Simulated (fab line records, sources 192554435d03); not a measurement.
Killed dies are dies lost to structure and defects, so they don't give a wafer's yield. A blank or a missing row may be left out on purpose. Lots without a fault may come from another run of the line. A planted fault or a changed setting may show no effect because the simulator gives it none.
Chamber matching | flow n5_finfet | N5_HKMG_FIN_ALD_74 on ald_hk-03: 4 sister chambers
The step deposits La2O3, target thk 0.5 nm, pulse time 6 s, co reactant pulse time 1 s. 8 wafers are shown with their chamber, then 11 later ones without.

WAFERS WITH THEIR CHAMBER
wafer  | chamber | heater_power_w (W) | precursor_pulse_height_rel
L082.2 | 2       | 399                | 0.965
L085.1 | 0       | 311                | 0.982
L085.2 | 3       | 310                | 0.979
L085.3 | 1       | 334                | 1.020
L085.4 | 2       | 418                | 1.002
L085.5 | 0       | 314                | 1.006
L085.6 | 1       | 335                | 1.046
L089.1 | 3       | 313                | 1.009

WAFERS WITHOUT THEIR CHAMBER
wafer  | heater_power_w (W) | precursor_pulse_height_rel
L089.3 | 417                | 1.001
L089.4 | 313                | 0.956
L092.2 | 307                | 1.009
L092.4 | 419                | 1.010
L092.5 | 338                | 1.000
L095.4 | 317                | 0.984
L095.5 | 315                | 1.003
L095.6 | 310                | 1.005
L096.2 | 412                | 1.011
L096.3 | 344                | 1.024
L096.5 | 419                | 0.980

WHICH CHAMBER EACH WENT THROUGH
wafer  | from the rows above     | in truth
L089.3 | 2                       | 2
L089.4 | can't be placed: 0 or 3 | 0
L092.2 | can't be placed: 3 or 0 | 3
L092.4 | 2                       | 2
L092.5 | 1                       | 1
L095.4 | can't be placed: 0 or 3 | 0
L095.5 | can't be placed: 0 or 3 | 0
L095.6 | can't be placed: 3 or 0 | 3
L096.2 | 2                       | 2
L096.3 | 1                       | 1
L096.5 | 2                       | 2
Placed correctly: 6 of 11. Can't be placed from these rows: 5 (the true chamber is among the candidates in 5). Placed wrongly: 0.
How it was worked out, from the rows above alone: a wafer's distance from a chamber is the root of the sum, over the readings, of the square of ((its reading less the chamber's mean) divided by the reading's scatter). The wafer belongs to the nearest chamber; if the next one is less than 2 further off, it can't be placed. A chamber's mean is the mean of its shown wafers. The scatter: the root of (the sum of the squares of (reading less its chamber's mean) over the shown wafers, divided by (wafers less chambers)).
